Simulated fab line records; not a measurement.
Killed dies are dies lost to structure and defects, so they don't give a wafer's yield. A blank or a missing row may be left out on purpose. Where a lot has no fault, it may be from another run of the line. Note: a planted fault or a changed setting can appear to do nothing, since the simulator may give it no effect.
Which tool is to blame? | flow nand harc | 11 lots with 33 wafers sampled at 6 steps, on a route of 1302 steps

== WHAT THE GAUGES READ, wafer by wafer ==
NHARC_A_BONDPAD_OVL_MEAS_35. Usual: overlay x nm 2 nm, standard deviation 6; overlay y nm -1 nm, standard deviation 5.8.
lot  | measured     | on         | overlay x nm (nm) | overlay y nm (nm) | flag
L230 | day 24 22:58 | overlay-01 | -8 -8 -8          | 7 7 7             |
L232 | day 25 08:07 | overlay-01 | 3 3 3             | -11 -11 -12       |
L235 | day 26 14:34 | overlay-01 | 1 1 1             | 8 8 8             |
L236 | day 26 18:34 | overlay-02 | 5 5 6             | 2 2 2             |
L237 | day 27 11:39 | overlay-02 | -10 -10 -9        | 2 2 2             |
L240 | day 27 18:06 | overlay-02 | 2 2 3             | -3 -3 -3          |
L238 | day 27 18:46 | overlay-01 | 0 -1 0            | -1 -1 -1          |
L246 | day 31 00:00 | overlay-01 | 29 29 30 30 30 29 | -8 -8 -8 -8 -8 -8 | OFF
L247 | day 31 07:15 | overlay-02 | 48 48 48 48 48 48 | -3 -3 -3 -3 -2 -2 | OFF
L250 | day 32 14:20 | overlay-02 | 48 48 48 48 48 48 | -6 -6 -6 -6 -6 -6 | OFF
L251 | day 33 03:00 | overlay-02 | -4 -4 -5          | 16 17 17          | OFF

NHARC_END_SORT_01. Usual: defect limited yield 91.9 %, standard deviation 2.7; killed at array 50, standard deviation 18; killed at other 0.8, standard deviation 1.1; killed at periphery 4.1, standard deviation 2.9; killed dies 55, standard deviation 18; killed open 3.5, standard deviation 1.9; killed short 2.4, standard deviation 1.5; sort_bin_2_pct 2.8 %, standard deviation 1.2; sort_bin_3_pct 0.6 %, standard deviation 0.37; sort_bin_4_pct 4.7 %, standard deviation 1.5; sort n pass 622, standard deviation 18; sort rim yield pct 90 %, standard deviation 4.4; sort yield pct 91.9 %, standard deviation 2.7.
lot  | measured     | on        | defect limited yield (%) | killed at array | killed at other | killed at periphery | killed dies | killed open | killed short | sort_bin_2_pct (%) | sort_bin_3_pct (%) | sort_bin_4_pct (%) | sort n pass | sort rim yield pct (%) | sort yield pct (%) | flag
L240 | day 28 22:06 | prober-01 | 94.2 93.4 93.6           | 32 35 39        | 5 4 1           | 2 6 3               | 39 45 43    | 3 2 3       | 3 5 3        | 2.4 1.6 2.4        | 0.1 0.6 0          | 3.2 4.4 4.0        | 638 632 634 | 92 91 90               | 94.2 93.4 93.6     |
L246 | day 32 21:58 | prober-01 | 92.0 89.4 90.7           | 50 69 61        | 1 0 0           | 3 3 2               | 54 72 63    | 4 6 4       | 1 4 0        | 3.7 3.4 3.4        | 0.9 0.9 0.4        | 3.4 6.4 5.5        | 623 605 614 | 90 88 86               | 92.0 89.4 90.7     |
L247 | day 33 00:19 | prober-01 | 90.5 88.9 91.1           | 54 57 51        | 2 4 1           | 8 14 8              | 64 75 60    | 2 6 3       | 3 2 1        | 2.5 2.8 3.0        | 0.9 1.2 1.0        | 6.1 7.1 4.9        | 613 602 617 | 89 89 89               | 90.5 88.9 91.1     |

== TOOL THAT RAN EACH LOT (tool first, then ch and the chambers of the sampled wafers, then the start) ==
lot  | NHARC_A_M1_ANNEAL_31             | NHARC_A_BONDPAD_CMP_29        | NHARC_A_BONDPAD_EXPOSE_06         | NHARC_A_BONDPAD_ETCH_24
L230 | rtp anneal-02 ch 0, day 24 20:15 | cmp-04 ch 1,2,3, day 24 22:14 | krf scanner-01 ch 0, day 24 22:43 | rie diel-04 ch 0,1, no start
L232 | rtp anneal-01 ch 0, day 25 05:21 | cmp-02 ch 0,1,2, day 25 07:14 | krf scanner-04 ch 0, day 25 07:53 | rie diel-04 ch 2,3, no start
L235 | rtp anneal-01 ch 0, day 26 11:26 | cmp-01 ch 0,1,3, day 26 13:42 | krf scanner-03 ch 0, day 26 14:19 | rie diel-02 ch 1,2, day 26 15:15
L236 | rtp anneal-02 ch 0, day 26 15:47 | cmp-01 ch 0,1,3, day 26 17:43 | krf scanner-01 ch 0, day 26 18:20 | rie diel-02 ch 0,1,2, day 26 19:17
L237 | rtp anneal-01 ch 0, day 27 08:48 | cmp-02 ch 2,3, day 27 10:43   | krf scanner-04 ch 0, day 27 11:25 | rie diel-04 ch 0,2,3, no start
L240 | rtp anneal-01 ch 0, day 27 15:23 | cmp-01 ch 1,2,3, day 27 17:23 | krf scanner-04 ch 0, day 27 17:52 | rie diel-04 ch 0,1,2, day 27 18:51
L238 | rtp anneal-02 ch 0, day 27 15:51 | cmp-04 ch 0,1, day 27 17:59   | krf scanner-04 ch 0, day 27 18:32 | rie diel-04 ch 0,3, no start
L246 | rtp anneal-01 ch 0, day 30 21:14 | cmp-04 ch 0,2, day 30 23:06   | krf scanner-04 ch 0, day 30 23:46 | rie diel-04 ch 1,2,3, day 32 21:58 or earlier
L247 | rtp anneal-01 ch 0, day 31 04:36 | cmp-02 ch 0,2,3, day 31 06:28 | krf scanner-04 ch 0, day 31 07:01 | rie diel-05 ch 0,1,2, day 33 00:19 or earlier
L250 | rtp anneal-01 ch 0, day 32 11:29 | cmp-01 ch 1,3, day 32 13:26   | krf scanner-04 ch 0, day 32 14:05 | rie diel-04 ch 0,1,3, no start
L251 | rtp anneal-02 ch 0, day 33 00:11 | cmp-01 ch 0,3, day 33 02:07   | krf scanner-01 ch 0, day 33 02:46 | rie diel-02 ch 0,1,2, no start
- NHARC_A_M1_ANNEAL_31: time 90 s.
- NHARC_A_BONDPAD_CMP_29: polishes SiCN, target thk 200 nm.
- NHARC_A_BONDPAD_EXPOSE_06: exposes mask A BPAD.
- NHARC_A_BONDPAD_ETCH_24: etches the open film in CF4/N2, target depth 30 nm, time 72.99 s.

== AS READ BY THE TOOLS THEMSELVES (means over the sampled wafers that have a number; for cases with no such wafer, the mark the record gives instead) ==
NHARC_A_M1_ANNEAL_31. Usual: wafer_temp_C_max 226.36, standard deviation 0.27.
lot  | tool          | wafer_temp_C_max | flag
L230 | rtp anneal-02 | 226.18           |
L232 | rtp anneal-01 | 226.11           |
L235 | rtp anneal-01 | 226.40           |
L236 | rtp anneal-02 | 226.53           |
L237 | rtp anneal-01 | 226.21           |
L240 | rtp anneal-01 | 226.39           |
L238 | rtp anneal-02 | 226.15           |
L246 | rtp anneal-01 | 226.50           |
L247 | rtp anneal-01 | 226.42           |
L250 | rtp anneal-01 | 226.56           |
L251 | rtp anneal-02 | 226.46           |

NHARC_A_BONDPAD_CMP_29. Usual: motor current A 11.8 A, standard deviation 1.2.
lot  | tool   | motor current A (A) | flag
L230 | cmp-04 | 11.6                |
L232 | cmp-02 | 11.2                |
L235 | cmp-01 | 12.4                |
L236 | cmp-01 | 12.3                |
L237 | cmp-02 | 10.3                |
L240 | cmp-01 | 13.3                |
L238 | cmp-04 | 11.5                |
L246 | cmp-04 | 12.0                |
L247 | cmp-02 | 11.5                |
L250 | cmp-01 | 13.1                |
L251 | cmp-01 | 12.3                |

NHARC_A_BONDPAD_ETCH_24. Usual: drypump motor current A 5.8 A, standard deviation 0.58; oes product au 1.004 a.u., standard deviation 0.0075; rf vpp V 313.5 V, standard deviation 2.6; showerhead plenum p Torr 2.59 Torr, standard deviation 0.14; throttle valve pct 19.795 %, standard deviation 0.0092.
lot  | tool        | drypump motor current A (A) | oes product au (a.u.) | rf vpp V (V) | showerhead plenum p Torr (Torr) | throttle valve pct (%) | flag
L230 | rie diel-04 | 5.5                         | 0.998                 | 312.1        | 2.57                            | 19.797                 |
L232 | rie diel-04 | 5.9                         | 1.010                 | 311.3        | 2.50                            | 19.787                 |
L235 | rie diel-02 | 6.1                         | 0.997                 | 312.6        | 2.55                            | 19.789                 |
L236 | rie diel-02 | 5.6                         | 0.995                 | 313.5        | 2.57                            | 19.802                 |
L237 | rie diel-04 | 5.6                         | 1.011                 | 311.8        | 2.49                            | 19.795                 |
L240 | rie diel-04 | 5.8                         | 0.994                 | 312.4        | 2.58                            | 19.788                 |
L238 | rie diel-04 | 5.4                         | 1.011                 | 311.2        | 2.48                            | 19.800                 |
L246 | rie diel-04 | 6.1                         | 0.999                 | 313.6        | 2.60                            | 19.792                 |
L247 | rie diel-05 | 5.6                         | 1.002                 | 317.7        | 2.79                            | 19.792                 |
L250 | rie diel-04 | 5.8                         | 0.999                 | 313.1        | 2.60                            | 19.788                 |
L251 | rie diel-02 | 5.6                         | 1.008                 | 312.9        | 2.56                            | 19.801                 |

== THE ANSWER, worked out from the rows above alone ==
Rule: lot off if the mean of its wafers having a number is beyond 3 standard deviations from the usual mean. A lot without any number at a reading at which 4 lots or more have one is off too. Any other lot the step has rows for is counted as sound. The gauges are gone through in route order, then the tools' own readings, and for those a lot's mean is taken as printed above. The first step at which some lot is off is used, and at that step the reading that is off furthest; a lot without a number counts as furthest.
Off, at NHARC_A_BONDPAD_OVL_MEAS_35 on overlay x nm: L246, L247, L250.
If a tool, at a process step before that reading, ran all the lots that are off and no sound lot after the first of them, it fits. Gauges at NHARC_A_BONDPAD_OVL_MEAS_35: tried the same way as those tools. 2 tools fit, rtp anneal-01 at NHARC_A_M1_ANNEAL_31 and krf scanner-04 at NHARC_A_BONDPAD_EXPOSE_06, so this cannot tell which one it is.

== WHAT WAS PUT IN BY THE SIMULATOR ==
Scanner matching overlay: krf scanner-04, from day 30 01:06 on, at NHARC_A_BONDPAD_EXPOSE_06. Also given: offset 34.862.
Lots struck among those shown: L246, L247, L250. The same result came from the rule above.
